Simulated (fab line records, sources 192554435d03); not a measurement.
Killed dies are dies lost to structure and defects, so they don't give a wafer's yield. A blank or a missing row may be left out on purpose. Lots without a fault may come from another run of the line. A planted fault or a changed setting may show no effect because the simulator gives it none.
One fault seen from 2 desks | flow n5_finfet | each desk has only its own numbers; what lay behind them comes last

THE TOOL OWNER'S DESK: arfi_scanner-02
The tool's own readings at N5_BEOL_M0_CUTY_EXPOSE_54 (exposes mask M0 ABLK): means of the sampled wafers that have a number, for each lot that ran on this tool. A lot is out of limits, marked OUT, if its mean lies more than 4 standard deviations from the usual mean; the brackets give that distance.
Columns: A = exposure_dose_mJ_cm2 at N5_BEOL_M0_CUTY_EXPOSE_54, usual 35.99; B = reticle_temp_C at N5_BEOL_M0_CUTY_EXPOSE_54, usual 23.00 C
lot  | first seen here | A               | B
L246 | day 6 12:08     | 36.02           | 22.99
L248 | day 7 02:59     | 36.02           | 23.27
L249 | day 7 07:13     | 33.58 (-65) OUT | 22.89
L250 | day 7 14:28     | 34.12 (-50) OUT | 22.93
This desk's finding: out of limits on L249, L250; first on L249, day 7 07:13 (exposure_dose_mJ_cm2 at N5_BEOL_M0_CUTY_EXPOSE_54). In limits: L246, L248.

THE METROLOGY DESK
What the gauges read, lot by lot, whatever tool the lot ran on: means of the sampled wafers that have a number. A lot is out of limits, marked OUT, if its mean lies more than 4 standard deviations from the usual mean; the brackets give that distance. Of its 11 readings 7 are shown: the one that was out of limits first, and those that lie furthest out on some lot.
Columns: A = cd_nm at N5_BEOL_M0_CUTY_CD_MEAS_57, usual 200.1 nm; B = IOFF_N at N5_BEOL_M4_RC_MEAS_101, usual 0.152 nA/um; C = IOFF_P at N5_BEOL_M4_RC_MEAS_101, usual 0.20 nA/um; D = ION_N at N5_BEOL_M4_RC_MEAS_101, usual 672 uA/um; E = ION_P at N5_BEOL_M4_RC_MEAS_101, usual 461 uA/um; F = VT_N at N5_BEOL_M4_RC_MEAS_101, usual 251 mV; G = VT_P at N5_BEOL_M4_RC_MEAS_101, usual -251 mV
lot  | first seen here | A                | B     | C    | D   | E   | F   | G
L245 | day 6 05:56     | 200.7            | 0.167 | 0.24 | 673 | 464 | 250 | -247
L246 | day 6 12:15     | 200.3            | 0.146 | 0.17 | 670 | 457 | 252 | -253
L248 | day 7 03:07     | 199.9            | 0.205 | 0.28 | 688 | 479 | 244 | -243
L249 | day 7 07:20     | 204.8 (+5.4) OUT | 0.159 | 0.23 | 679 | 467 | 248 | -247
L250 | day 7 14:35     | 202.0            | 0.157 | 0.20 | 677 | 462 | 248 | -250
L252 | day 8 00:33     | 200.8            | 0.152 | 0.20 | 672 | 458 | 251 | -249
L254 | day 8 15:35     | 200.7            | 0.182 | 0.22 | 683 | 468 | 244 | -247
L255 | day 9 00:24     | 200.0            | 0.137 | 0.16 | 654 | 446 | 252 | -256
L259 | day 9 19:11     | 201.4            | 0.120 | 0.17 | 656 | 456 | 255 | -251
This desk's finding: out of limits on L249; first on L249, day 7 07:20 (cd_nm at N5_BEOL_M0_CUTY_CD_MEAS_57). In limits: L245, L246, L248, L250, L252, L254, L255, L259.

PUT TOGETHER
The tool owner's desk could have raised an alarm at day 7 07:13, on L249, L250.
The metrology desk could have raised an alarm at day 7 07:20, on L249.
The metrology desk has L250 on record, within its limits.
Of the lots named, all ran N5_BEOL_M0_CUTY_EXPOSE_54 on arfi_scanner-02.

WHAT THE SIMULATOR HAD PUT IN
Process parameter drift: arfi_scanner-02, from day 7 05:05 on, at N5_BEOL_M0_CUTY_EXPOSE_54. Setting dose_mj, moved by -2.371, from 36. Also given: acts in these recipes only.
Lots struck among those shown: L249, L250.
Hours from the fault's start to each desk's first reading out of limits: the tool owner's desk, 2; the metrology desk, 2.
